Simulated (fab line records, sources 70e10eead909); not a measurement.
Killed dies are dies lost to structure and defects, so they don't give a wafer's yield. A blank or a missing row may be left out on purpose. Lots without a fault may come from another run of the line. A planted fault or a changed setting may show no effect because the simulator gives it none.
Which tool did it? | flow nand_harc | 11 lots, 33 wafers sampled, at 5 steps of a route of 1302

WHAT THE GAUGES READ, wafer by wafer
NHARC_A_CONTACT_OVL_MEAS_70.
lot  | measured     | on         | overlay_x_nm (nm) | overlay_y_nm (nm)
L757 | day 22 16:46 | overlay-01 | 0.5 0.0 0.6       | 0.2 0.1 0.0
L760 | day 23 06:49 | overlay-01 | -0.6 -0.3 -0.4    | 0.5 1.4 1.3
L761 | day 24 00:21 | overlay-01 | -0.6 -0.4 -0.6    | 1.1 1.6 1.0
L769 | day 26 21:35 | overlay-02 | 0.6 1.0 0.8       | 0.9 1.2 0.5
L770 | day 27 19:32 | overlay-02 | -0.2 -0.7 -0.5    | -0.4 -0.5 -0.1
L771 | day 28 01:05 | overlay-01 | -0.5 -1.2 -0.5    | -0.8 -1.8 -1.5
L772 | day 28 05:24 | overlay-01 | 1.6 1.5 1.5       | -0.2 -0.7 -0.5
L773 | day 29 05:40 | overlay-01 | 0.3 1.1 0.3       | 0.4 1.0 0.9
L778 | day 30 14:26 | overlay-02 | 0.8 1.1 1.2       | 0.3 0.5 0.9
L777 | day 30 17:01 | overlay-01 | 0.4 0.7 1.4       | 0.7 1.2 0.9
L779 | day 31 07:46 | overlay-01 | 0.3 0.4 0.3       | 0.2 -0.6 0.0

NHARC_END_SORT_01.
lot  | measured     | on        | killed_at_array | killed_at_other | killed_at_periphery | killed_dies | killed_open | killed_short
L760 | day 25 16:00 | prober-01 | 671 673 672     | 0 0 1           | 6 4 4               | 677 677 677 | 3 4 3       | 0 2 1
L761 | day 26 18:12 | prober-02 | 673 670 675     | 0 0 0           | 4 7 2               | 677 677 677 | 3 9 1       | 5 4 1
L769 | day 29 12:03 | prober-01 | 55 60 60        | 0 1 0           | 4 0 4               | 59 61 64    | 5 3 2       | 3 2 2
L771 | day 30 14:07 | prober-01 | 44 47 37        | 0 0 0           | 7 1 2               | 51 48 39    | 2 2 2       | 3 1 3
L772 | day 30 19:56 | prober-02 | 58 62 53        | 5 3 2           | 5 12 7              | 68 77 62    | 4 4 5       | 1 1 1
L773 | day 31 21:59 | prober-02 | 103 96          | 1 0             | 9 7                 | 113 103     | 2 2         | 4 3
L778 | day 33 05:57 | prober-02 | 66 77 63        | 0 0 0           | 3 0 3               | 69 77 66    | 1 7 2       | 1 4 3
L777 | day 33 06:01 | prober-01 | 52 36 56        | 2 2 2           | 3 8 8               | 57 46 66    | 3 2 3       | 2 2 5

WHICH TOOL RAN EACH LOT (tool, then ch and the chambers of the sampled wafers, then the start)
lot  | NHARC_A_CONTACT_DESCUM_74          | NHARC_A_CONTACT_ETCH_75            | NHARC_A_CONTACT_ETCH_129
L757 | rie_diel-06 ch 0,2, day 22 16:52   | rie_diel-06 ch 0,2,3, day 22 16:57 | har_cap_etch-02 ch 0,1, day 22 19:20
L760 | rie_diel-01 ch 0,2,3, day 23 06:55 | rie_diel-01 ch 0,1,3, day 23 07:00 | har_cap_etch-02 ch 0,1, day 23 09:22
L761 | rie_diel-06 ch 1,2,3, day 24 00:27 | rie_diel-06 ch 0,2,3, day 24 00:32 | har_cap_etch-02 ch 0,1, day 24 02:53
L769 | rie_diel-04 ch 1,2, day 26 21:41   | rie_diel-04 ch 0,1, day 26 21:47   | har_cap_etch-02 ch 0,1, day 27 00:13
L770 | rie_diel-06 ch 0,2,3, day 27 19:39 | rie_diel-06 ch 0,2, day 27 19:44   | har_cap_etch-03 ch 0,1, day 27 22:24
L771 | rie_diel-04 ch 0,1, day 28 01:11   | rie_diel-04 ch 0,1,3, day 28 01:16 | har_cap_etch-01 ch 0,1, day 28 03:38
L772 | rie_diel-01 ch 1,3, day 28 05:30   | rie_diel-01 ch 0,2,3, day 28 05:35 | har_cap_etch-02 ch 0,1, day 28 08:14
L773 | rie_diel-04 ch 1,2, day 29 05:46   | rie_diel-04 ch 1,2, day 29 05:53   | har_cap_etch-03 ch 0,1, day 29 08:34
L778 | rie_diel-01 ch 0,2,3, day 30 14:32 | rie_diel-01 ch 1,2,3, day 30 14:38 | har_cap_etch-02 ch 0,1, day 30 17:00
L777 | rie_diel-01 ch 0,1,2, day 30 17:07 | rie_diel-01 ch 1,2, day 30 17:13   | har_cap_etch-01 ch 0,1, day 30 19:51
L779 | rie_diel-06 ch 1,2,3, day 31 07:53 | rie_diel-06 ch 0,1,3, day 31 07:57 | har_cap_etch-02 ch 0,1, day 31 10:20
- NHARC_A_CONTACT_DESCUM_74: chemistry O2, time 3 s.
- NHARC_A_CONTACT_ETCH_75: etches the open film in CF4, target depth 39 nm, time 65 s.
- NHARC_A_CONTACT_ETCH_129: etches the open film in C4F8/O2/Ar, time 197 s, target depth 1918 nm.

WHAT THE TOOLS THEMSELVES READ (means of the sampled wafers that have a number; where no wafer has one, the mark that the record gives instead)
NHARC_A_CONTACT_DESCUM_74.
lot  | tool        | drypump_motor_current_A (A) | o2_flow_sccm (sccm) | oes_product_au (a.u.) | rf_vpp_V (V) | showerhead_plenum_p_Torr (Torr) | throttle_valve_pct (%)
L757 | rie_diel-06 | 5.5                         | 199.5               | 1.005                 | 57.4         | 1.86                            | 11.310
L760 | rie_diel-01 | 5.7                         | 200.1               | 1.009                 | 58.1         | 1.98                            | 11.310
L761 | rie_diel-06 | 5.7                         | 200.0               | 0.983                 | 58.3         | 1.96                            | 11.323
L769 | rie_diel-04 | 5.6                         | 200.1               | 1.000                 | 57.6         | 1.89                            | 11.315
L770 | rie_diel-06 | 5.6                         | 200.2               | 1.000                 | 57.8         | 1.86                            | 11.314
L771 | rie_diel-04 | 5.4                         | 200.0               | 1.001                 | 57.5         | 1.83                            | 11.318
L772 | rie_diel-01 | 6.0                         | 200.1               | 0.986                 | 57.4         | 1.94                            | 11.310
L773 | rie_diel-04 | 5.6                         | 200.3               | 0.992                 | 58.3         | 1.88                            | 11.307
L778 | rie_diel-01 | 5.7                         | 200.1               | 0.983                 | 59.0         | 1.96                            | 11.306
L777 | rie_diel-01 | 5.6                         | 199.4               | 0.980                 | 58.0         | 1.93                            | 11.313
L779 | rie_diel-06 | 5.7                         | 200.5               | 1.003                 | 58.0         | 1.94                            | 11.310

NHARC_A_CONTACT_ETCH_75.
lot  | tool        | bias_w (W) | cf4_flow_sccm (sccm) | drypump_motor_current_A (A) | oes_product_au (a.u.) | rf_vpp_V (V) | showerhead_plenum_p_Torr (Torr) | throttle_valve_pct (%)
L757 | rie_diel-06 | 99.9       | 149.8                | 5.6                         | 1.008                 | 151.3        | 1.74                            | 13.276
L760 | rie_diel-01 | 99.9       | 150.2                | 5.8                         | 0.992                 | 151.8        | 1.84                            | 13.284
L761 | rie_diel-06 | 100.1      | 149.9                | 5.6                         | 1.003                 | 151.3        | 1.74                            | 13.282
L769 | rie_diel-04 | 100.1      | 149.8                | 5.4                         | 0.991                 | 149.9        | 1.70                            | 13.278
L770 | rie_diel-06 | 99.7       | 149.6                | 5.9                         | 1.000                 | 151.7        | 1.73                            | 13.279
L771 | rie_diel-04 | 100.0      | 149.7                | 5.5                         | 0.996                 | 149.7        | 1.71                            | 13.286
L772 | rie_diel-01 | 100.0      | 150.4                | 5.7                         | 0.995                 | 152.1        | 1.82                            | 13.290
L773 | rie_diel-04 | 99.9       | 150.3                | 5.6                         | 0.979                 | 151.0        | 1.74                            | 13.283
L778 | rie_diel-01 | 100.2      | 150.0                | 5.9                         | 0.979                 | 151.2        | 1.78                            | 13.286
L777 | rie_diel-01 | 99.8       | 149.6                | 5.8                         | 0.983                 | 151.8        | 1.75                            | 13.284
L779 | rie_diel-06 | 100.2      | 150.2                | 5.3                         | 1.003                 | 151.2        | 1.77                            | 13.293

NHARC_A_CONTACT_ETCH_129.
lot  | tool            | chamber_pressure_mTorr (mTorr) | oes_air_line_au (a.u.)
L757 | har_cap_etch-02 | 19.999                         | 0.980
L760 | har_cap_etch-02 | -                              | -
L761 | har_cap_etch-02 | -                              | -
L769 | har_cap_etch-02 | 20.016                         | 1.000
L770 | har_cap_etch-03 | 19.995                         | 0.990
L771 | har_cap_etch-01 | 19.995                         | 1.030
L772 | har_cap_etch-02 | 20.002                         | 1.004
L773 | har_cap_etch-03 | 20.004                         | 1.007
L778 | har_cap_etch-02 | 19.991                         | 0.987
L777 | har_cap_etch-01 | 19.993                         | 1.003
L779 | har_cap_etch-02 | 19.999                         | 1.026

THE ANSWER, worked out from the rows above alone
Rule: what is usual is taken from the lots themselves. Put in order of their means at a reading, lots are off if they are a third of the lots or fewer, leave a main group of 4 or more, and stand apart from it by a gap of 3 or more times the standard deviation of the main group's means; of several such gaps the widest counts. A main group whose means are all the same, to the digits that the tables above print for the reading, isn't used. A lot without any number at a reading at which 4 lots or more have one is off too. The other lots that the step has rows for count as sound. The gauges are gone through in route order, then the tools' own readings, and for those a lot's mean is taken as printed above. The first step at which some lot is off is used, and at that step the reading that is off furthest; a lot without a number counts as furthest.
Off: L760, L761, at NHARC_END_SORT_01 (killed_at_array). The main group: mean 62, standard deviation 18. Neither off nor sound, because the step has no rows for them: L757, L770, L779.
A tool fits if, at a process step before that reading, it ran every lot that is off, and no sound lot after the first of them. The gauges at NHARC_END_SORT_01 aren't tried: what is off there is off at NHARC_A_CONTACT_ETCH_129 too, on other tools, and a gauge's error can't cause that. None of those tried fits.

WHAT THE SIMULATOR HAD PUT IN
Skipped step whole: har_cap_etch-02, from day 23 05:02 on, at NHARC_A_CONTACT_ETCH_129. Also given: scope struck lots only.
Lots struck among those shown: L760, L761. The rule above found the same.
